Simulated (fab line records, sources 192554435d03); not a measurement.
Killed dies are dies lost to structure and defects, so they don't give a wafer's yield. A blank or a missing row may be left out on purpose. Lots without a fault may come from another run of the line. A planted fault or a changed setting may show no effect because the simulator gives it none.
Chamber matching | flow n5_finfet | N5_BEOL_M11_ILD_DEP_00 on pecvd-04: 3 sister chambers
The step deposits SiCOH lowk from DEMS/porogen, target thk 308.51 nm, time 58 s. 16 wafers are shown with their chamber, then 8 later ones without.

WAFERS WITH THEIR CHAMBER
wafer  | chamber | throttle_valve_pct (%) | heater_power_w (W) | showerhead_plenum_p_Torr (Torr)
L075.2 | 2       | 12.7                   | 378                | 5.732
L075.3 | 1       | 14.0                   | 271                | 5.731
L075.6 | 1       | 13.9                   | 284                | 5.738
L076.1 | 2       | 12.7                   | 329                | 5.747
L076.3 | 1       | 14.2                   | 295                | 5.721
L076.6 | 1       | 14.1                   | 302                | 5.726
L081.1 | 0       | 14.2                   | 335                | 5.734
L081.2 | 1       | 14.1                   | 274                | 5.746
L081.4 | 1       | 14.3                   | 291                | 5.714
L080.1 | 1       | 14.4                   | 318                | 5.719
L080.3 | 2       | 12.5                   | 326                | 5.719
L080.5 | 2       | 12.6                   | 338                | 5.736
L083.1 | 2       | 12.7                   | 394                | 5.730
L083.5 | 2       | 12.8                   | 312                | 5.740
L083.6 | 0       | 14.1                   | 382                | 5.738
L088.1 | 2       | 12.7                   | 382                | 5.736

SIGNATURES (means of the wafers above)
reading                  | chamber 0 | chamber 1 | chamber 2 | scatter within a chamber
throttle_valve_pct       | 14.150    | 14.143    | 12.671    | 0.135
heater_power_w           | 358.50    | 290.71    | 351.29    | 26.4
showerhead_plenum_p_Torr | 5.73600   | 5.72786   | 5.73429   | 0.00972
Rule: a wafer's distance from a chamber is the root of the sum, over the readings, of the square of ((its reading less the chamber's mean) divided by the reading's scatter). The wafer belongs to the nearest chamber; if the next one is less than 2 further off, it can't be placed. The scatter: the root of (the sum of the squares of (reading less its chamber's mean) over the shown wafers, divided by (wafers less chambers)).

WAFERS WITHOUT THEIR CHAMBER
wafer  | throttle_valve_pct (%) | heater_power_w (W) | showerhead_plenum_p_Torr (Torr)
L088.4 | 13.0                   | 394                | 5.734
L088.5 | 14.2                   | 348                | 5.752
L091.2 | 14.3                   | 324                | 5.723
L091.3 | 14.4                   | 407                | 5.743
L091.5 | 14.2                   | 273                | 5.712
L097.2 | 14.3                   | 321                | 5.736
L097.3 | 12.8                   | 323                | 5.748
L097.6 | 14.4                   | 415                | 5.736

WHICH CHAMBER EACH WENT THROUGH
wafer  | from the rows above     | in truth
L088.4 | 2                       | 2
L088.5 | can't be placed: 0 or 1 | 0
L091.2 | can't be placed: 1 or 0 | 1
L091.3 | 0                       | 0
L091.5 | 1                       | 1
L097.2 | can't be placed: 0 or 1 | 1
L097.3 | 2                       | 2
L097.6 | 0                       | 0
Placed correctly: 5 of 8. Can't be placed from these rows: 3 (the true chamber is among the candidates in 3). Placed wrongly: 0.
